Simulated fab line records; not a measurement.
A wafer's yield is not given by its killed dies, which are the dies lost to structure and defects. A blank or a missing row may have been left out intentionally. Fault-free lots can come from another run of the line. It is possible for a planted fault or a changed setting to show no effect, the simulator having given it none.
A struck lot beside a sound one	flow nand_harc	14 steps out of a route of 1159
Sound: these wafers, L181.2, L181.3, L181.5. The struck wafers were L190.1, L190.4, L190.5. Last of all comes the cause.
At each step with rows: each side's tool, then ch and its chambers, then its first start. Under that, the readings that differ: sound wafers	struck wafers	difference of the means	sigmas: that difference in standard deviations of wafers without a fault.
alike: readings whose means differ by less than 2 such deviations, and words and numbers that are the same on both sides. not compared: withheld readings, readings that some wafer has no value for, bounds like >300 that may hide the same value, and numbers for which the record gives no deviation and whose values overlap.
Wherever a step has rows on one side only, a row that says differs or no value, or a row with sigmas, the two part there. When numbers do not overlap yet have no deviation, they are printed without sigmas and do not part them. A reading missing from all wafers of one side parts the sides only when that side holds two or more wafers.

NHARC_P_CONTACT_CMP_01: polishes SiO2, target thk 200 nm.
  sound on cmp-01 ch 2,3, day 7 14:16; struck on cmp-01 ch 0,1,3, day 9 23:28
  alike: motor_current_A
then, 10 steps without rows for these wafers: NHARC_P_CONTACT_SRD_03; NHARC_P_CONTACT_DEHYDRATE_04 (time 120 s); NHARC_P_CONTACT_HMDS_05 (time 30 s); NHARC_P_CONTACT_COAT_33 (time 75 s); NHARC_P_CONTACT_COAT_34 (time 65 s); NHARC_P_CONTACT_COAT_06 (resist thk 90 nm); NHARC_P_CONTACT_SOFTBAKE_07 (time 55 s); NHARC_P_CONTACT_EBR_08; NHARC_P_CONTACT_EXPOSE_09 (exposes mask P CA, target cd 90 nm); NHARC_P_CONTACT_PEB_10 (peb time 65 s).
NHARC_P_CONTACT_DEVELOP_11: develop time 35 s.
  sound on litho_track-01 ch 0, day 7 14:00; struck on litho_track-01 ch 0, day 10 00:00
reading	sound	struck	difference	sigmas
developer_temp_C (C)	23.19 23.10 23.04	23.79 23.81 23.80	+0.69	+6
  alike: resist_line_temp_C
NHARC_P_CONTACT_CD_MEAS_12 targets a cd of 90 nm.
  sound on cd_sem-02 ch 0, day 7 15:04; struck on cd_sem-03 ch 0, day 10 00:15
  alike: cd_nm
NHARC_END_SORT_01:
  the record has rows for the sound wafers here (prober-01 ch 0, day 21 01:39) and none for the struck ones

WHERE THEY PART
First at NHARC_P_CONTACT_DEVELOP_11; last, within this record, at NHARC_END_SORT_01.

WHY: what the simulator had put in
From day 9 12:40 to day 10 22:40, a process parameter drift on litho_track-01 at NHARC_P_CONTACT_DEVELOP_11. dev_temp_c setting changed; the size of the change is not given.
